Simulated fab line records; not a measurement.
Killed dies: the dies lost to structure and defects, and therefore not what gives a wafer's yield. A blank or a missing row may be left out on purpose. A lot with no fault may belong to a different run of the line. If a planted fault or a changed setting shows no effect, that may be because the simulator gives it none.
fab line records	flow n5-finfet
record: lots: 11	wafers: 30	last-day: 16
route steps=1938 shown SD_EPI_N@293 BEOL_M4@1092 PASSIVATION@1936
lots untouched by any fault: they come from a run of this same line in which no faults occurred
start-h: hours from the record's first day to the start of the lot's first wafer shown	wait-h: time in hours since the lot's previous step	" unchanged from the row above	L1.1+2: several wafers, shown together as one row	- no value, or no start given	* or withheld: withheld	< > ~ a bound
route shown NAME@n: NAME is a module with steps in the file, n the number in the route of the first one	usual: average and standard deviation across the fault-free wafers	same: alike in all rows	chamber/n: place in a boat	sites: the reading at each site	_std_site: the standard deviation of these	_edge_site: the outer-site mean with the inner-site mean subtracted	radius-mm: for every site, how far away it sits from the centre of the wafer	mask NAME#n: copy n	behind: the last tool/chamber to shape the wafer	hold: what put the lot on hold/how long, in hours/how the hold closed	device: transistor that didn't switch, given as n, p or np	end of line: tests run on the same wafers once the route is complete	a step with no rows: only its recipe	killed: the dies lost at the first sort to structure and to defects; this is not the yield of the wafer	map: dies across one wafer; x = killed, . = not, _ = none there
set.NAME: the setting the step ran with; set.NAME@STEP: the setting that earlier step ran with	model.NAME: the simulator's own value behind a step, which no gauge read
route steps across a sampled set of lots; one table per step, one row per wafer
services: when a tool's chamber went out of use (start-h, in hours from the record's first day, below 0 if earlier), for how many hours, and the reason
== steps ==
step: N5_SD_EPI_N_LINER_46
recipe: material: SiNx	target-thk-a: 30	temp-c: 400	ald-precursor-family: SiH2I2	ald-co-reactant: N2/H2-plasma	pressure-torr: 2
usual: heater-power-w: 831/120
lot.wafer	tool	chamber	start-h	wait-h	heater-power-w	since-wet-clean-h
L818.2	ald-sin-01	3	53.54	0.1	934	243
L818.5	"	1	"	"	767	-
L818.6	"	2	"	"	992	-
L820.1	ald-sin-04	0	65.13	0.2	947	163
L820.3	"	1	"	"	770	163
L820.5	"	2	"	"	912	-
L821.1	ald-sin-03	1	71.84	0.2	778	64
L821.2	"	0	"	"	833	64
L821.3	"	3	"	"	722	64
L823.3	ald-sin-01	1	82.20	0.1	767	271
L823.5	"	2	"	"	994	-
L823.6	"	1	"	"	772	-
L825.3	ald-sin-01	0	93.46	0.1	825	283
L825.4	"	2	"	"	971	283
L825.5	"	3	"	"	955	-
L830.2	ald-sin-01	3	134.68	0.1	967	324
L830.4	"	1	"	"	769	324
L831.1	ald-sin-01	2	138.47	0.2	956	328
L831.4	"	0	"	"	844	328
L831.5	"	3	"	"	925	-
L832.2	ald-sin-01	2	141.96	0.1	996	331
L832.5	"	2	"	"	993	-
L832.6	"	3	"	"	973	-
L833.1	ald-sin-04	3	146.62	0.2	675	244
L833.4	"	2	"	"	909	244
L833.6	"	0	"	"	936	-
L834.2	ald-sin-01	2	157.20	0.2	1013	346
L834.4	"	2	"	"	984	-
L835.2	ald-sin-01	3	159.99	0.1	962	349
L835.6	"	3	"	"	968	-
step: N5_BEOL_M4_SPUTTER_88
recipe: material: Cu	target-thk-a: 45	temp-c: -20	chamber-pressure-pa: 0.07	power-w: withheld	time-s: 8.29
usual: chuck-sensor-temp-C: -16.0/0.45	throttle-valve-pct: 30.0/1.2
lot.wafer	tool	chamber	start-h	wait-h	chuck-sensor-temp-C	throttle-valve-pct
L818.2	pvd-sputter-01	-	176.02	0.1	-15.3	29.6
L818.5	"	-	"	"	-15.2	29.9
L818.6	"	-	"	"	-17.0	29.3
L820.1	pvd-sputter-02	-	176.39	0.1	-16.3	30.1
L820.3	"	-	"	"	-16.1	30.7
L820.5	"	-	"	"	-15.5	27.9
L821.1	pvd-sputter-03	-	179.26	0.1	-16.1	28.2
L821.2	"	-	"	"	-16.0	31.1
L821.3	"	-	"	"	-15.7	30.9
L823.3	pvd-sputter-01	-	193.82	0.1	-17.1	29.3
L823.5	"	-	"	"	-15.4	29.6
L823.6	"	-	"	"	-15.7	30.7
L825.3	pvd-sputter-02	-	208.26	0.1	-15.5	28.0
L825.4	"	-	"	"	-15.3	29.5
L825.5	"	-	"	"	-15.9	30.5
L830.2	pvd-sputter-03	-	240.11	0.1	-16.2	28.2
L830.4	"	-	"	"	-15.9	31.1
L831.1	pvd-sputter-01	-	258.80	0.1	-17.0	28.9
L831.4	"	-	"	"	-15.7	31.0
L831.5	"	-	"	"	-17.0	29.5
L832.2	pvd-sputter-03	-	261.67	0.1	-16.2	29.7
L832.5	"	-	"	"	-16.2	30.0
L832.6	"	-	"	"	-15.6	30.8
L833.1	pvd-sputter-03	-	263.63	0.1	-16.3	28.4
L833.4	"	-	"	"	-15.7	30.7
L833.6	"	-	"	"	-16.2	28.3
L834.2	pvd-sputter-02	-	266.40	0.1	-16.0	30.3
L834.4	"	-	"	"	-15.6	28.1
L835.2	pvd-sputter-03	-	267.15	0.1	-16.0	28.1
L835.6	"	-	"	"	-15.9	31.0
step: N5_BEOL_M4_ANNEAL_93
recipe: temp-c: 400	time-s: 240	ambient: vacuum
usual: heater-power-w: 868/44
lot.wafer	tool	chamber	start-h	wait-h	heater-power-w
L818.2	pvd-sputter-01	-	176.54	0.0	856
L818.5	"	-	"	"	824
L818.6	"	-	"	"	951
L820.1	pvd-sputter-02	-	176.91	0.0	878
L820.3	"	-	"	"	893
L820.5	"	-	"	"	875
L821.1	pvd-sputter-03	-	179.78	0.0	831
L821.2	"	-	"	"	950
L821.3	"	-	"	"	800
L823.3	pvd-sputter-01	-	194.34	0.0	973
L823.5	"	-	"	"	835
L823.6	"	-	"	"	823
L825.3	pvd-sputter-02	-	208.78	0.0	853
L825.4	"	-	"	"	831
L825.5	"	-	"	"	872
L830.2	pvd-sputter-03	-	240.63	0.0	846
L830.4	"	-	"	"	939
L831.1	pvd-sputter-01	-	259.32	0.0	959
L831.4	"	-	"	"	844
L831.5	"	-	"	"	954
L832.2	pvd-sputter-03	-	262.19	0.0	877
L832.5	"	-	"	"	877
L832.6	"	-	"	"	828
L833.1	pvd-sputter-03	-	264.15	0.0	851
L833.4	"	-	"	"	798
L833.6	"	-	"	"	845
L834.2	pvd-sputter-02	-	266.92	0.0	873
L834.4	"	-	"	"	869
L835.2	pvd-sputter-03	-	267.67	0.0	834
L835.6	"	-	"	"	946
step: N5_BEOL_M4_SPUTTER_96
recipe: material: Cu	target-thk-a: 45	temp-c: -20	chamber-pressure-pa: 0.07	power-w: withheld	time-s: 8.29
usual: chuck-sensor-temp-C: -16.0/0.47	throttle-valve-pct: 30.0/1.2
lot.wafer	tool	chamber	start-h	wait-h	chuck-sensor-temp-C	throttle-valve-pct
L818.2	pvd-sputter-01	-	176.90	0.1	-15.3	29.4
L818.5	"	-	"	"	-15.3	29.4
L818.6	"	-	"	"	-16.8	29.4
L820.1	pvd-sputter-02	-	177.27	0.1	-16.4	29.6
L820.3	"	-	"	"	-16.0	30.6
L820.5	"	-	"	"	-15.6	27.9
L821.1	pvd-sputter-03	-	180.14	0.1	-16.1	28.1
L821.2	"	-	"	"	-15.9	30.9
L821.3	"	-	"	"	-15.7	30.9
L823.3	pvd-sputter-01	-	194.70	0.1	-17.0	29.3
L823.5	"	-	"	"	-15.2	29.4
L823.6	"	-	"	"	-15.8	30.7
L825.3	pvd-sputter-02	-	209.14	0.1	-15.4	28.1
L825.4	"	-	"	"	-15.5	29.4
L825.5	"	-	"	"	-15.8	30.6
L830.2	pvd-sputter-03	-	240.99	0.1	-16.4	28.3
L830.4	"	-	"	"	-16.0	31.1
L831.1	pvd-sputter-01	-	259.68	0.1	-16.9	29.3
L831.4	"	-	"	"	-15.8	30.7
L831.5	"	-	"	"	-17.2	29.5
L832.2	pvd-sputter-03	-	262.55	0.1	-16.1	29.8
L832.5	"	-	"	"	-16.1	29.7
L832.6	"	-	"	"	-15.7	31.0
L833.1	pvd-sputter-03	-	264.51	0.1	-16.5	28.1
L833.4	"	-	"	"	-15.7	30.8
L833.6	"	-	"	"	-16.4	28.1
L834.2	pvd-sputter-02	-	267.28	0.1	-15.9	30.6
L834.4	"	-	"	"	-15.5	27.9
L835.2	pvd-sputter-03	-	268.03	0.1	-16.4	28.3
L835.6	"	-	"	"	-16.0	31.0
step: N5_BEOL_M4_RC_MEAS_101
usual: DIBL_N: 36.5/1.4	DIBL_P: 36.6/1.9	IOFF_N: 0.167/0.029	IOFF_P: 0.21/0.033	IOFF_P_85C: 3.7/0.48	IOFF_P_LIN: 0.100/0.013	ION_N: 674/12	ION_P: 460/8.9	REXT_P: 100.2/1.8	SS_N: 71.6/0.57	SS_P: 73.4/0.61	VT_N: 249/3.3	VT_P: -250/3.3	VT_P_LVT: -99/3.4
lot.wafer	tool	chamber	start-h	wait-h	DIBL_N[mV/V]	DIBL_P[mV/V]	IOFF_N[nA/um]	IOFF_P[nA/um]	IOFF_P_85C[nA/um]	IOFF_P_LIN[nA/um]	ION_N[uA/um]	ION_P[uA/um]	REXT_P[ohm.um]	SS_N[mV/dec]	SS_P[mV/dec]	VT_N[mV]	VT_P[mV]	VT_P_LVT[mV]
L818.2	prober-01	0	178.16	0.2	33.5	31.3	0.126	0.18	3.2	0.093	677	470	102.3	70.3	72.9	250	-249	-99
L818.5	"	0	"	"	36.6	35.8	0.180	0.25	4.2	0.119	694	480	100.4	71.8	73.1	245	-247	-93
L818.6	"	0	"	"	33.2	31.9	0.119	0.18	3.2	0.092	671	460	101.6	70.9	72.5	252	-250	-98
L820.1	prober-02	0	178.37	0.0	36.0	36.0	0.160	0.20	3.5	0.094	664	454	100.1	71.5	73.9	250	-252	-102
L820.3	"	0	"	"	34.5	33.9	0.134	0.18	3.1	0.084	657	450	100.3	71.3	73.7	252	-256	-103
L820.5	"	0	"	"	38.5	39.2	0.214	0.26	4.3	0.113	674	459	99.5	72.6	74.7	244	-247	-98
L821.1	prober-02	0	181.24	0.0	36.0	37.2	0.162	0.23	3.8	0.106	693	478	98.6	71.3	72.9	252	-252	-98
L821.2	"	0	"	"	34.5	34.3	0.130	0.19	3.3	0.094	667	460	101.6	71.4	72.8	253	-250	-102
L821.3	"	0	"	"	36.4	36.9	0.145	0.22	3.7	0.101	659	457	100.8	72.1	73.6	252	-250	-100
L823.3	prober-01	0	196.11	0.3	35.8	34.7	0.145	0.19	3.4	0.094	660	451	101.0	71.2	73.5	249	-251	-101
L823.5	"	0	"	"	35.5	34.8	0.150	0.20	3.6	0.099	681	465	99.9	71.0	73.2	250	-249	-99
L823.6	"	0	"	"	37.0	36.7	0.172	0.23	3.9	0.106	667	460	100.7	70.9	73.8	248	-248	-98
L825.3	prober-01	0	210.55	0.3	36.1	36.2	0.176	0.26	4.4	0.127	697	483	102.6	71.6	73.3	245	-244	-91
L825.4	"	0	"	"	34.1	34.4	0.137	0.23	4.0	0.116	680	475	102.4	70.8	73.2	249	-244	-92
L825.5	"	0	"	"	37.8	38.3	0.221	0.30	4.9	0.138	711	487	103.6	72.2	74.0	242	-242	-90
L830.2	prober-02	0	242.24	0.2	38.6	40.1	0.216	0.23	4.1	0.102	691	465	95.8	72.2	74.6	244	-252	-100
L830.4	"	0	"	"	37.4	36.5	0.170	0.17	3.2	0.081	667	449	95.7	72.1	73.5	249	-255	-103
L831.1	prober-02	0	261.62	0.4	36.3	35.4	0.172	0.21	3.7	0.101	667	456	100.7	71.7	74.1	248	-250	-98
L831.4	"	0	"	"	36.7	35.9	0.179	0.22	3.8	0.102	674	460	101.2	71.3	74.2	249	-250	-98
L831.5	"	0	"	"	35.4	33.3	0.136	0.17	3.2	0.086	656	450	101.2	71.5	72.9	255	-254	-100
L832.2	prober-02	0	263.80	0.2	38.3	39.6	0.211	0.29	4.9	0.123	697	479	101.7	71.4	73.7	248	-245	-95
L832.5	"	0	"	"	39.2	40.3	0.215	0.29	4.9	0.123	685	469	101.5	72.0	74.0	246	-244	-94
L832.6	"	0	"	"	35.4	35.6	0.146	0.21	3.7	0.098	673	468	102.2	71.3	72.5	249	-250	-98
L833.1	prober-01	0	265.74	0.0	37.8	38.8	0.196	0.22	3.9	0.103	677	460	101.6	71.7	73.6	245	-248	-99
L833.4	"	0	"	"	36.9	37.7	0.180	0.21	3.8	0.101	685	464	101.2	71.3	73.5	247	-250	-101
L833.6	"	0	"	"	35.8	36.3	0.148	0.19	3.5	0.095	670	461	99.5	71.3	73.9	249	-252	-101
L834.2	prober-01	0	268.55	0.2	36.4	42.9	0.127	0.36	5.6	0.148	656	480	86.7	71.0	74.3	255	-243	-92
L834.4	"	0	"	"	40.3	39.6	0.217	0.22	3.7	0.097	674	453	99.7	72.3	74.0	245	-252	-101
L835.2	prober-02	0	269.37	0.2	35.6	42.8	0.135	0.36	5.8	0.155	662	482	88.7	71.4	73.7	255	-241	-88
L835.6	"	0	"	"	37.4	37.4	0.164	0.20	3.5	0.092	674	454	100.7	72.3	72.9	251	-255	-100
step: N5_PASSIVATION_PROBE_49
usual: defect-limited-yield: 91.2/1.6	killed_at_M0_to_M3: 34/11	killed_at_M4_up: 14/5.7	killed-at-contacts: 14/6.6	killed-at-front-end: 37/10	killed-at-other: 4/3.2	killed-dies: 104/19	killed-open: 69/13	killed-short: 33/8.7	sort_bin_5_function: 5.1/1	sort_bin_6_memory: 3.3/0.76	sort-n-pass: 1076/19	sort-yield-pct: 91.2/1.6
same: gross-dies: 1180	killed-at-back-side: 0	sort_bin_4_leakage[%]: 0	sort_bin_8_speed[%]: 0
lot.wafer	tool	chamber	start-h	wait-h	defect-limited-yield[%]	killed_at_M0_to_M3	killed_at_M4_up	killed-at-contacts	killed-at-front-end	killed-at-other	killed-dies	killed-open	killed-short	sort_bin_5_function[%]	sort_bin_6_memory[%]	sort-n-pass	sort-yield-pct[%]
L835.6	prober-02	-	379.33	0.3	92.2	31	12	15	34	0	92	61	31	4.7	2.8	1088	92.2
killed by level:class
L835.6 MOL_CONTACT_COAG:geometric-particle:open=13 BEOL_M1:geometric-particle:open=11 FIN_SAQP:geometric-particle:open=9 BEOL_M3:geometric-particle:open=8 GATE_CUT:geometric-particle:short=7 FIN_SAQP:geometric-particle:short=5 BEOL_M2:geometric-particle:open=4 BEOL_M2:geometric-particle:short=4
== services ==
tool	chamber	start-h	hours	kind
pvd-sputter-03	-	45.74	2.7	repair
ald-sin-03	-	47.75	2.8	pm
ald-sin-04	1	47.91	8.5	repair
pvd-sputter-01	-	70.44	1.0	repair
ald-sin-03	1	74.73	13.9	repair
ald-sin-04	1	126.36	4.3	repair
ald-sin-01	0	155.73	9.2	repair
ald-sin-01	1	159.89	16.0	repair
ald-sin-01	-	176.75	14.0	pm
ald-sin-01	0	176.75	14.0	vent-cycle
ald-sin-01	1	176.75	14.0	vent-cycle
ald-sin-01	2	176.75	14.0	vent-cycle
ald-sin-01	3	176.75	14.0	vent-cycle
ald-sin-03	3	187.19	13.1	repair
ald-sin-01	0	190.75	-	clean
ald-sin-01	1	190.75	-	clean
ald-sin-01	2	190.75	-	clean
ald-sin-01	3	190.75	-	clean
ald-sin-04	-	206.12	6.1	pm
ald-sin-01	-	244.94	2.8	pm
== key ==
first-sign: step: N5_BEOL_M4_RC_MEAS_101	reading: REXT_P	direction: down	sigmas: 6.8	usual: 100.2	struck: 87.7
effect: step: N5_BEOL_M4_RC_MEAS_101	reading: IOFF_P	direction: up	sigmas: 4.5	usual: 0.21	struck: 0.36
effect: step: N5_BEOL_M4_RC_MEAS_101	reading: IOFF_P_85C	direction: up	sigmas: 4.2	usual: 3.7	struck: 5.7
effect: step: N5_BEOL_M4_RC_MEAS_101	reading: IOFF_P_LIN	direction: up	sigmas: 4	usual: 0.100	struck: 0.151
effect: step: N5_BEOL_M4_RC_MEAS_101	reading: DIBL_P	direction: up	sigmas: 3.2	usual: 36.6	struck: 42.8
effect: step: N5_BEOL_M4_RC_MEAS_101	reading: VT_P_LVT	direction: up	sigmas: 2.7	usual: -99	struck: -90
met-at N5_SD_EPI_N_LINER_46
struck-lots L834,L835
struck-wafers L834.2,L835.2
not-acting-at N5_BEOL_M4_SPUTTER_88,N5_BEOL_M4_ANNEAL_93,N5_BEOL_M4_SPUTTER_96
onset-between 141.96 157.20
fault: kind: process-parameter-drift	tool: ald-sin-01	chamber: -	onset-h: 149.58	steps: N5_SD_EPI_N_LINER_46	channel: target-thk-a	offset: *	shape: step	end-h: 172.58	scope: struck-wafers-only	acts-in: *	stated: *
